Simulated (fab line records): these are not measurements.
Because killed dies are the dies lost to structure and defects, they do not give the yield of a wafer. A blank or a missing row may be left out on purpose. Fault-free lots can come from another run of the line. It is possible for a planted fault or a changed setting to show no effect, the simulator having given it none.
A struck lot beside a sound one	flow n5 finfet	14 out of 1938 route steps
Sound: the wafers L557.3, L557.4, L557.6. Wafers struck: L543.1, L543.2, L543.6. The cause comes at the end.
Per side, at each step with rows, come the tool, then ch with its chambers, and then its first start. Under that, the readings that differ: sound wafers	struck wafers	difference of the means	sigmas: that difference in standard deviations of wafers without a fault.
alike: readings with means less than 2 such deviations apart, plus words and numbers identical on both sides. not compared: withheld readings, readings lacking a value on some wafer, bounds such as >300 that could conceal the same value, and numbers that have no deviation in the record and whose values overlap.
The two part at a step that has a row with sigmas, a row that says differs or no value, or rows on one side only. Non-overlapping numbers with no deviation appear without sigmas and do not part them. Lack of a reading on every wafer of one side parts them only where that side has two or more wafers.

first, 2 steps without rows for these wafers: N5_BEOL_M5_STRIP_63 (strips in N2/H2); N5_BEOL_M5_STRIP_73 (strips in N2/H2).
N5_BEOL_M5_STRIP_64: strips in CF4.
  sound on rie diel-02 ch 1,2,3, day 15 18:53; struck on rie diel-02 ch 0,1,2, day 13 15:47
  alike: drypump motor current A, oes product au, rf vpp V, showerhead plenum p Torr, throttle valve pct
  not compared: rf hours counter h
N5_BEOL_M5_HM_OPEN_17: chemistry Cl2/BCl3, target TiN, target depth 20 nm, overetch 6 nm.
  sound on rie metal-01 ch 0,1, day 15 18:57; struck on rie metal-02 ch 0,1, day 13 15:50
  alike: drypump motor current A, oes product au, throttle valve pct
  not compared: rf hours counter h
N5_BEOL_M5_STRIP_19: strips in O2.
  sound on rie diel-06 ch 2,3, day 15 19:06; struck on rie diel-02 ch 0,1, day 13 15:56
  alike: drypump motor current A, oes product au, rf vpp V, showerhead plenum p Torr, throttle valve pct
  not compared: rf hours counter h
N5_BEOL_M5_CD_MEAS_18: pitch 56 nm, target cd 28 nm.
  sound on cd sem-03, day 15 19:10; struck on cd sem-03, day 13 16:01
  alike: cd nm
then, 6 steps without rows for these wafers: N5_BEOL_M5_COAT_65 (time 60 s, resist thk 60 nm); N5_BEOL_M5_COAT_66 (time 60 s, resist thk 12 nm); N5_BEOL_M5_COAT_74 (time 60 s, resist thk 5 nm); N5_BEOL_M5_COAT_22 (resist thk 30 nm); N5_BEOL_M5_EBR_24; N5_BEOL_M5_SOFTBAKE_23 (time 60 s).
N5_BEOL_M5_EXPOSE_25: exposes mask V4, defocus 10 nm.
  struck on euv scanner-02, day 13 18:34; sound on euv scanner-01 ch 0, day 15 19:22
  no value came back on the struck wafers for dipole opening deg (degrees), exposure dose mJ cm2; on the sound wafers dipole opening deg (degrees) reads 60 60 60
  alike: mask
then, 1 step without rows for these wafers: N5_BEOL_M5_PEB_26 (peb time 60 s).

== WHERE THEY PART ==
Only at N5_BEOL_M5_EXPOSE_25, within this record.

WHY: what the simulator had put in
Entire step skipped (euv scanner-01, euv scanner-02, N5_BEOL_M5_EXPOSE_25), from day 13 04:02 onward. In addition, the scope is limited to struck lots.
